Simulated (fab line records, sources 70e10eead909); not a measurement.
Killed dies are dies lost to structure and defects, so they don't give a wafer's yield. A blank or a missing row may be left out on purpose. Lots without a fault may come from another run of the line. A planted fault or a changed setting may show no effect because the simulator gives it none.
fab line records | flow nand_harc | part 2 of 2: steps 40 to 53 of 53
record lots=5 wafers=15 last_day=24
route steps=1159 shown P_ZERO_WELL@20 P_STI@69
lots that met no fault: from a run of the same line without faults
start_h: hours from the record's first day to the start of the lot's first wafer shown | wait_h: hours since the lot's step before | " the same as in the row above | L1.1+2: a row that stands for several wafers | - no value, or no start given | * or withheld: withheld | < > ~ a bound
route shown NAME@n: a module of which the file shows steps, and the number in the route of the first | usual: mean/standard deviation of fault-free wafers | same: alike in all rows | chamber/n: place in a boat | sites: the reading at each site | _std_site: their standard deviation | _edge_site: outer sites' mean less inner sites' | radius_mm: how far each site lies from the wafer's centre | mask NAME#n: copy n | behind: the tool/chamber that last shaped the wafer | hold: why the lot was held/for how many hours/how that ended | device: the transistor (n, p or np) that didn't switch | end of line: the same wafers' tests at the end of the route | a step without rows: its recipe alone | killed: dies lost to structure and defects at the first sort, not the wafer's yield | map: a wafer's dies, x killed, . not, _ none there
set.NAME: the setting as run; set.NAME@STEP: as run at that earlier step | model.NAME: the simulator's own value behind a step, which no gauge read
lots at some steps of the route; a table a step, a row a wafer
services: from which hour (start_h, from the record's first day; less than 0 if before it) a tool's chamber was out of use, for how many hours, and why
## steps
# step NHARC_P_ZERO_WELL_CD_MEAS_52
# recipe target_cd_nm=2000 landing_energy_ev=500
# usual cd_nm=1999.5/1.7
# columns lot.wafer tool chamber start_h wait_h cd_nm
L078.3 cd_sem-03 0 41.54 - 2002.4
L078.5 " 0 " " 1997.9
L078.6 " 0 " " 2001.6
L081.3 cd_sem-03 0 59.88 - 2002.0
L081.4 " 0 " " 2000.9
L081.5 " 0 " " 2000.5
L082.1 cd_sem-03 0 65.64 - 2000.9
L082.4 " 0 " " 1999.0
L082.5 " 0 " " 2000.7
L088.1 cd_sem-03 0 101.81 - 2000.5
L088.4 " 0 " " 1999.4
L088.5 " 0 " " 1999.6
L096.1 cd_sem-02 0 149.84 - 2001.5
L096.2 " 0 " " 1996.9
L096.5 " 0 " " 1997.3
# step NHARC_P_ZERO_WELL_HARDBAKE_53
# recipe temp_c=125 time_s=80
# same time_s=80
# columns lot.wafer tool chamber start_h wait_h
L078.3+5+6 litho_track-07 0 41.62 -
L081.3+4+5 litho_track-05 0 59.98 -
L082.1+4+5 litho_track-02 0 65.72 -
L088.1+4+5 litho_track-05 0 101.90 -
L096.1+2+5 litho_track-02 0 149.92 -
# step NHARC_P_ZERO_WELL_DESCUM_54
# recipe time_s=3 o2_flow_sccm=200 ar_flow_sccm=0 bias_power_w=0 chemistry=O2
# usual drypump_motor_current_A=5.5/0.54 oes_product_au=0.997/0.01 rf_vpp_V=57.6/0.84 showerhead_plenum_p_Torr=1.86/0.062 throttle_valve_pct=11.311/0.0091
# same time_s=3
# columns lot.wafer tool chamber start_h wait_h drypump_motor_current_A oes_product_au rf_hours_counter_h rf_vpp_V showerhead_plenum_p_Torr throttle_valve_pct
L078.3 rie_diel-06 3 41.72 - 4.7 1.001 9 58.3 2.00 11.317
L078.6 " 1 " " 6.2 1.003 - 57.9 1.80 11.318
L078.5 " 2 " " 5.8 0.992 - 57.7 1.82 11.302
L081.4 rie_diel-06 0 60.07 - 5.8 1.010 10 57.3 1.89 11.312
L081.3 " 2 " " 5.8 0.992 10 55.8 1.82 11.325
L081.5 " 3 " " 4.7 1.002 - 57.2 2.00 11.330
L082.1 rie_diel-12 1 65.82 - 4.8 0.999 3 57.2 1.91 11.309
L082.4 " 3 " " 5.1 0.994 2 58.0 1.80 11.313
L082.5 " 1 " " 4.8 1.006 - 59.0 1.91 11.331
L088.4 rie_diel-06 3 101.98 - 4.7 1.002 3 56.8 2.00 11.310
L088.1 " 1 " " 6.3 1.014 3 56.3 1.79 11.318
L088.5 " 3 " " 4.7 1.002 - 58.1 2.00 11.310
L096.1 rie_diel-05 1 150.01 - 5.2 0.997 8 57.2 1.87 11.302
L096.2 " 3 " " 6.0 0.983 9 55.9 1.82 11.316
L096.5 " 2 " " 5.3 0.979 - 56.9 1.93 11.297
# step NHARC_P_ZERO_WELL_IMPLANT_55
# recipe energy_kev=180 dose_cm2=8e+11 tilt_deg=7
# same implant_ion_amu=11
# columns lot.wafer tool chamber start_h wait_h
L078.3+5+6 implanter-01 0 41.90 0.2
L081.3+4+5 implanter-01 0 60.27 0.2
L082.1+4+5 implanter-01 0 65.95 0.1
L088.1+4+5 implanter-02 0 102.13 0.1
L096.1+2+5 implanter-01 0 150.15 0.1
# step NHARC_P_ZERO_WELL_IMPLANT_61
# recipe energy_kev=30 dose_cm2=5e+11 tilt_deg=7
# same implant_ion_amu=11
# columns lot.wafer tool chamber start_h wait_h
L078.3+5+6 implanter-01 0 42.08 0.2
L081.3+4+5 implanter-01 0 60.44 0.1
L082.1+4+5 implanter-01 0 66.13 0.1
L088.1+4+5 implanter-02 0 102.31 0.1
L096.1+2+5 implanter-01 0 150.33 0.2
# step NHARC_P_ZERO_WELL_STRIP_56
# recipe time_s=840 temp_c=130 chemistry=SPM
# same time_s=840
# columns lot.wafer tool chamber start_h wait_h
L078.6+5+3 wet_bench-04 3,7,0 42.24 0.0
L081.5+4+3 wet_bench-03 0,2,4 60.61 0.1
L082.4+1+5 wet_bench-03 2,4,5 66.34 0.1
L088.1+4+5 wet_bench-04 1,3,5 102.52 0.2
L096.5+2+1 wet_bench-09 0,1,5 150.55 0.1
# step NHARC_P_ZERO_WELL_PRECLEAN_68
# recipe time_s=60 temp_c=50 bath_age_min=0 chemistry=SC1
# same time_s=60
# columns lot.wafer tool chamber start_h wait_h
L078.6+5+3 wet_bench-04 3,7,0 - -
L081.5+4+3 wet_bench-03 0,2,4 - -
L082.4+1+5 wet_bench-03 2,4,5 - -
L088.1+4+5 wet_bench-04 1,3,5 - -
L096.5+2+1 wet_bench-09 0,1,5 - -
# step NHARC_P_ZERO_WELL_SRD_69
# columns lot.wafer tool chamber start_h wait_h
L078.6+5+3 wet_bench-04 3,7,0 - -
L081.5+4+3 wet_bench-03 0,2,4 - -
L082.4+1+5 wet_bench-03 2,4,5 - -
L088.1+4+5 wet_bench-04 1,3,5 - -
L096.5+2+1 wet_bench-09 0,1,5 - -
# step NHARC_P_ZERO_WELL_RTA_42
# recipe temp_c=1100 time_s=300
# usual lamp_power_pct=37/3 lamp_zone_3_pct=37/3 wafer_temp_C_max=1104.9/0.97
# same time_s=300
# columns lot.wafer tool chamber start_h wait_h lamp_power_pct lamp_zone_3_pct wafer_temp_C_max
L078.3 rtp_anneal-02 0 42.97 - 34 34 1105.2
L078.5 " 0 " " 34 35 1105.2
L078.6 " 0 " " 35 35 1103.6
L081.3 rtp_anneal-02 0 61.25 - 34 34 1105.3
L081.4 " 0 " " 35 34 1105.9
L081.5 " 0 " " 34 35 1105.3
L082.1 rtp_anneal-01 0 66.79 - 41 41 1104.0
L082.4 " 0 " " 41 40 1105.4
L082.5 " 0 " " 41 41 1104.8
L088.1 rtp_anneal-02 0 102.97 - 35 35 1104.5
L088.4 " 0 " " 35 35 1105.9
L088.5 " 0 " " 35 35 1107.1
L096.1 rtp_anneal-01 0 150.99 - 41 41 1103.9
L096.2 " 0 " " 41 41 1105.0
L096.5 " 0 " " 41 41 1105.6
# step NHARC_P_ZERO_WELL_INSPECT_43
# usual raw_defect_count=14/6
# columns lot.wafer tool chamber start_h wait_h raw_defect_count
L078.3 defect_inspect-01 - 43.43 0.4 15
L078.5 " - " " 19
L078.6 " - " " 9
L081.3 defect_inspect-01 - 61.71 0.4 7
L081.4 " - " " 18
L081.5 " - " " 12
L082.1 defect_inspect-01 - 67.46 0.6 16
L082.4 " - " " 7
L082.5 " - " " 12
L088.1 defect_inspect-01 - 103.65 0.6 23
L088.4 " - " " 14
L088.5 " - " " 22
L096.1 defect_inspect-01 - 152.31 1.1 7
L096.2 " - " " 18
L096.5 " - " " 7
# step NHARC_P_STI_ETCH_26
# recipe target_depth_a=110 chemistry=dHF material=SiO2
# columns lot.wafer tool chamber start_h wait_h
L078.3+5+6 wet_bench-07 0,1,2 43.52 0.1
L081.3+5+4 wet_bench-02 2,4,5 61.77 0.1
L082.5+4+1 wet_bench-07 5,7,0 67.52 0.1
L088.1+4+5 wet_bench-02 0,2,3 103.70 0.1
L096.1+2+5 wet_bench-02 1,4,5 152.37 0.1
# step NHARC_P_STI_PRECLEAN_27
# recipe time_s=* temp_c=50 bath_age_min=0 chemistry=SC1
# same time_s=*
# columns lot.wafer tool chamber start_h wait_h
L078.3+5+6 wet_bench-07 0,1,2 43.56 0.0
L081.3+5+4 wet_bench-02 2,4,5 61.83 0.0
L082.5+4+1 wet_bench-07 5,7,0 67.58 0.0
L088.1+4+5 wet_bench-02 0,2,3 103.77 0.1
L096.1+2+5 wet_bench-02 1,4,5 152.43 0.0
# step NHARC_P_STI_SRD_28
# columns lot.wafer tool chamber start_h wait_h
L078.3+5+6 wet_bench-07 0,1,2 - -
L081.3+5+4 wet_bench-02 2,4,5 - -
L082.5+4+1 wet_bench-07 5,7,0 - -
L088.1+4+5 wet_bench-02 0,2,3 - -
L096.1+2+5 wet_bench-02 1,4,5 - -
# step NHARC_P_STI_OXIDE_29
# recipe target_thk_a=100 temp_c=900 ox_time_s=1362 material=SiO2
# usual spike_tc_bottom_C=915.6/1.4
# columns lot.wafer tool chamber start_h wait_h spike_tc_bottom_C
L078.3 furnace-06 0 47.34 - 915.9
L078.5 " 0 " " 917.2
L078.6 " 0 " " 915.6
L081.3 furnace-06 0 64.91 - 915.8
L081.4 " 0 " " 915.2
L081.5 " 0 " " 916.0
L082.1 furnace-04 0 75.58 - 917.1
L082.4 " 0 " " 919.1
L082.5 " 0 " " 915.5
L088.1 furnace-03 0 104.97 - 914.6
L088.4 " 0 " " 915.2
L088.5 " 0 " " 915.2
L096.1 furnace-06 0 154.71 - 916.1
L096.2 " 0 " " 913.7
L096.5 " 0 " " 913.7
## services
# columns tool chamber start_h hours kind
litho_track-07 - 14.00 7.0 pm
krf_scanner-02 - 17.80 0.3 repair
implanter-02 - 23.42 2.5 repair
krf_scanner-01 - 24.20 3.4 repair
rie_diel-12 - 25.40 9.0 pm
krf_scanner-02 - 38.00 4.0 pm
furnace-03 - 61.16 27.0 repair
litho_track-05 - 62.00 7.0 pm
implanter-01 - 63.21 1.3 repair
krf_scanner-04 - 64.44 2.5 repair
krf_scanner-01 - 84.00 4.0 pm
implanter-02 - 85.00 13.0 pm
wet_bench-04 - 92.69 1.1 repair
wet_bench-07 - 96.00 8.0 pm
wet_bench-03 - 100.91 0.6 repair
krf_scanner-02 - 110.69 0.6 repair
wet_bench-09 - 112.80 8.0 pm
krf_scanner-01 - 117.44 0.5 repair
krf_scanner-04 - 126.00 4.0 pm
rie_diel-06 1 132.28 3.8 repair
implanter-01 - 133.06 3.2 repair
wet_bench-07 - 141.66 2.7 repair
krf_scanner-04 - 144.19 1.7 repair
wet_bench-03 - 146.40 8.0 pm
